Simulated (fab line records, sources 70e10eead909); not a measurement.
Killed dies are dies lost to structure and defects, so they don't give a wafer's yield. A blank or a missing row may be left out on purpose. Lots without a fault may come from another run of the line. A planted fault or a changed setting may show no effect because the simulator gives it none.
Which tool did it? | flow nand_harc | 6 lots, 17 wafers sampled, at 1 step of a route of 1302

WHAT THE GAUGES READ, wafer by wafer
NHARC_A_ONON_D1_THK_MEAS_14: measures by ellipsometry.
lot  | measured     | on            | thk_nm (nm)
L294 | day 8 05:46  | film_metro-02 | 992 993 992
L297 | day 9 22:40  | film_metro-01 | 1009 1006 1007
L300 | day 10 16:34 | film_metro-01 | 997 996 996
L301 | day 11 08:02 | film_metro-01 | 1006 1008 1007
L310 | day 14 20:10 | film_metro-02 | 1002 1001
L314 | day 16 10:29 | film_metro-02 | 997 996 995

WHICH TOOL RAN EACH LOT (tool, then ch and the chambers of the sampled wafers, then the start)
The record holds no process step before these readings.

THE ANSWER, worked out from the rows above alone
Rule: what is usual is taken from the lots themselves. Put in order of their means at a reading, lots are off if they are a third of the lots or fewer, leave a main group of 4 or more, and stand apart from it by a gap of 3 or more times the standard deviation of the main group's means; of several such gaps the widest counts. A main group whose means are all the same, to the digits that the tables above print for the reading, isn't used. A lot without any number at a reading at which 4 lots or more have one is off too. The other lots that the step has rows for count as sound.
No lot is off at any reading shown: from this, nothing can be told.

WHAT THE SIMULATOR HAD PUT IN
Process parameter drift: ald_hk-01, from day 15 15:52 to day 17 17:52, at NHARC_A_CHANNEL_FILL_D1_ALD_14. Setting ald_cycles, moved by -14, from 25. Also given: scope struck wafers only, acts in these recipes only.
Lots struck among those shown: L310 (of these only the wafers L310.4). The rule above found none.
